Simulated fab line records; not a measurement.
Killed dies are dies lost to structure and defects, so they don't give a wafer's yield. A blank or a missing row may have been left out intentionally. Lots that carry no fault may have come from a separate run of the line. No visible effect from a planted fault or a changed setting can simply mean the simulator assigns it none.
Problem report, 8D (eight disciplines) form, completed by code    flow n5 finfet    the parts of the form that need people (team, actions taken, sign-off) are left out

1. THE ISSUE
At N5_BEOL_M6_ETCH_65, etch rf on time s averages 31.4 s over 6 wafers from 3 lots, while fault-free wafers read 25.9 s, standard deviation 0.56. That is +9.8 standard deviations from the usual mean.
The step: etches SiARC in CF4, target depth 15.6 nm, time 26 s.
First seen on wafer L898.1, day 12 03:45, on rie diel-05. The record holds 28 wafers of 10 lots with a number at this step. By rule, "out" or "out of limits" means more than 4 standard deviations away from the usual mean. The other wafers with a number count as sound.

2. WHAT IT IS; WHAT IT IS NOT
question                     is                                              is not
which readings at this step  etch rf on time s                               bias w, drypump motor current A, oes product au, rf vpp V, showerhead plenum p Torr, throttle valve pct
which lots                   L898, L901, L902                                L891, L893, L895, L896, L908, L909, L910
which wafers of those lots   L898.1, L898.3, L901.1, L901.3, L902.1, L902.3  L901.4
read on which tools          rie diel-05                                     rie diel-03, rie diel-04
when                         from day 12 03:45                               up to then (12 sound wafers); but 10 sound wafers of L901, L908, L909, L910 came after

3. WHAT RULES OUT EACH SUSPECT
Counting: a tool at a process step up to the reading stays a suspect if it ran every lot that is out. Sound lots after the first of them don't rule it out here, since some wafers of a struck lot are sound.
- rie diel-05 at N5_BEOL_M6_ETCH_65 (etches SiARC in CF4, target depth 15.6 nm, time 26 s): kept. Ran every lot that is out, first one L898 (day 12 03:45); last sound lot up to then L896 (day 11 19:24). Its own etch rf on time s readings are out on those wafers.
- Within rie diel-05 at N5_BEOL_M6_ETCH_65: the wafers that are out ran in chambers 0, 1, 3; their sound lot-mates ran in chamber 2.
The count leaves rie diel-05 at N5_BEOL_M6_ETCH_65.

4. THE CAUSE (what the simulator had put in)
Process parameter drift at N5_BEOL_M6_ETCH_65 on rie diel-05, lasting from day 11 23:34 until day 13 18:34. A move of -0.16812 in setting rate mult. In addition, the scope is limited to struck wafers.
The count eliminated every tool but this one.

5. THE EFFECT CHAIN, in route order
One row per reading whose mean, taken over the struck wafers that have a number, lies over 3 standard deviations from the usual. Only readings whose record carries a usual standard deviation are examined. hours: median over the lots of the time between each lot's start at the first step of this table that gives one and its start at this step. sigmas: the change, counted in usual standard deviations.
hours  step                reading            usual   on struck wafers  change  sigmas
0      N5_BEOL_M6_ETCH_65  etch rf on time s  25.9 s  31.4              +5.5    +9.8
The process steps in it:
- N5_BEOL_M6_ETCH_65: etches SiARC in CF4, target depth 15.6 nm, time 26 s.
Later steps that measure or inspect, where all struck wafers having a row at the step show a number for every such reading and not one has moved that far: N5_BEOL_M6_OCD_MEAS_38.

6. WHAT WOULD HAVE CAUGHT IT SOONER
4 hours passed between the start of the fault at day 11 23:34 and the first reading out of limits in this record, taken at day 12 03:45.
